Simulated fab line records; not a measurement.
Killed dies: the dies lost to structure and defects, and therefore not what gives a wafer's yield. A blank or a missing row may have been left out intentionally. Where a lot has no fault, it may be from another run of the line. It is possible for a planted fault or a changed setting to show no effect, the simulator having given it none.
A lot that was struck, set against a sound lot -- flow n5 finfet -- 16 out of 1938 route steps
Sound: the wafers L782.1, L782.4, L782.5. Struck: wafers L790.4, L790.6. The cause is named last.
Order at every step that has rows: each side's tool, ch and its chambers, its first start. Under that, the readings that differ: sound wafers -- struck wafers -- difference of the means -- sigmas: that difference in standard deviations of wafers without a fault.
alike: readings whose means differ by less than 2 such deviations, and words and numbers that are the same on both sides. not compared: withheld readings, readings that some wafer has no value for, bounds like >300 that may hide the same value, and numbers for which the record gives no deviation and whose values overlap.
The two part at a step that has a row with sigmas, a row that says differs or no value, or rows on one side only. Numbers that don't overlap but have no deviation are shown without sigmas and don't part them. Lack of a reading on every wafer of one side parts them only where that side has two or more wafers.

first, 7 steps without rows for these wafers: N5_BEOL_M3_COAT_76 (time 60 s, resist thk 5 nm); N5_BEOL_M3_COAT_22 (resist thk 30 nm); N5_BEOL_M3_EBR_24; N5_BEOL_M3_SOFTBAKE_23 (time 60 s); N5_BEOL_M3_EXPOSE_25 (exposes mask V2, defocus 5 nm); N5_BEOL_M3_PEB_26 (peb time 60 s); N5_BEOL_M3_DEVELOP_27 (develop time 30 s).
N5_BEOL_M3_CD_MEAS_28: target cd 25.7 nm, target cd y 23.3 nm.
  sound on cd sem-03 ch 0, day 7 23:20; struck on cd sem-03 ch 0, day 10 01:41
  alike: cd nm
N5_BEOL_M3_OVL_MEAS_29:
  sound on overlay-01 ch 0, day 7 23:22; struck on overlay-01 ch 0, day 10 01:43
  alike: V2_OVL
N5_BEOL_M3_INSPECT_30: inspects for defects (brightfield).
  sound on defect inspect-02, day 7 23:25; struck on defect inspect-01, day 10 01:46
  alike: raw defect count
N5_BEOL_M3_DESCUM_33: chemistry O2, time 7 s.
  sound on rie diel-05 ch 0,1,2, day 7 23:28; struck on rie diel-01 ch 0,3, day 10 01:48
  alike: drypump motor current A, o2 flow sccm, oes product au, rf vpp V, showerhead plenum p Torr, throttle valve pct
  not compared: rf hours counter h
N5_BEOL_M3_ETCH_77: etches underlayer in N2/H2, target depth 6.5 nm, time 5.2 s.
  sound on rie diel-05 ch 0,1,2, day 8 02:41; struck on rie diel-01 ch 0,3, day 10 01:50
  alike: drypump motor current A, etch rf on time s, oes product au, rf vpp V, showerhead plenum p Torr, throttle valve pct
  not compared: rf hours counter h
N5_BEOL_M3_ETCH_69: etches SiARC in CF4, target depth 15.6 nm, time 26 s.
  sound on rie diel-05 ch 0,1,2, day 8 02:42; struck on rie diel-01 ch 0,3, day 10 01:51
reading,sound,struck,difference,sigmas
etch rf on time s (s),27.4 26.4 25.3,16.2 16.3,-10.1,-10
oes product au (a.u.),0.69 0.75 0.68,0.85 0.86,+0.15,+2
  alike: drypump motor current A, rf vpp V, showerhead plenum p Torr, throttle valve pct
  not compared: rf hours counter h
N5_BEOL_M3_ALD_98: deposits SiO2, target thk 2.5 nm, pulse time 1 s, co reactant pulse time 1 s.
  sound on ald sin-03 ch 0,2, day 8 02:47; struck on ald sin-01 ch 0,2, day 10 01:56
  alike: chamber pressure Torr, heater power w, precursor pulse height rel
  not compared: since wet clean h
N5_BEOL_M4_RC_MEAS_101:
  sound on prober-01 ch 0, day 8 21:04; struck on prober-02 ch 0, day 10 20:56
  alike: DIBL_N, DIBL_P, IOFF_N, IOFF_P, ION_N, ION_P, SS_N, SS_P, VT_N, VT_P
-- the record jumps here: 5 days lie between the struck wafers' starts before and after (it left off in module BEOL_M4 and takes up again in module PASSIVATION, whose first step shown is number 1936 of the route) --
N5_PASSIVATION_PROBE_49:
  sound on prober-01, day 12 17:52; struck on prober-02, day 15 14:40
reading,sound,struck,difference,sigmas
killed at contacts,8 9 7,26,+18,+3
killed at front end,49 49 45,14,-34,-3
killed short,42 36 44,21,-20,-3
sort_bin_8_speed (%),2.03 0 0,0,-1,-4
  alike: defect limited yield, killed_at_M0_to_M3, killed_at_M4_up, killed at other, killed dies, killed open, sort_bin_5_function, sort_bin_6_memory, sort n pass, sort yield pct

WHERE THEY PART
First at N5_BEOL_M3_ETCH_69; last, within this record, at N5_PASSIVATION_PROBE_49.

WHY: what the simulator had put in
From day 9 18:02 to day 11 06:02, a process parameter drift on rie diel-01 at N5_BEOL_M3_ETCH_69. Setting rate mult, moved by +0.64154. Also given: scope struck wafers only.
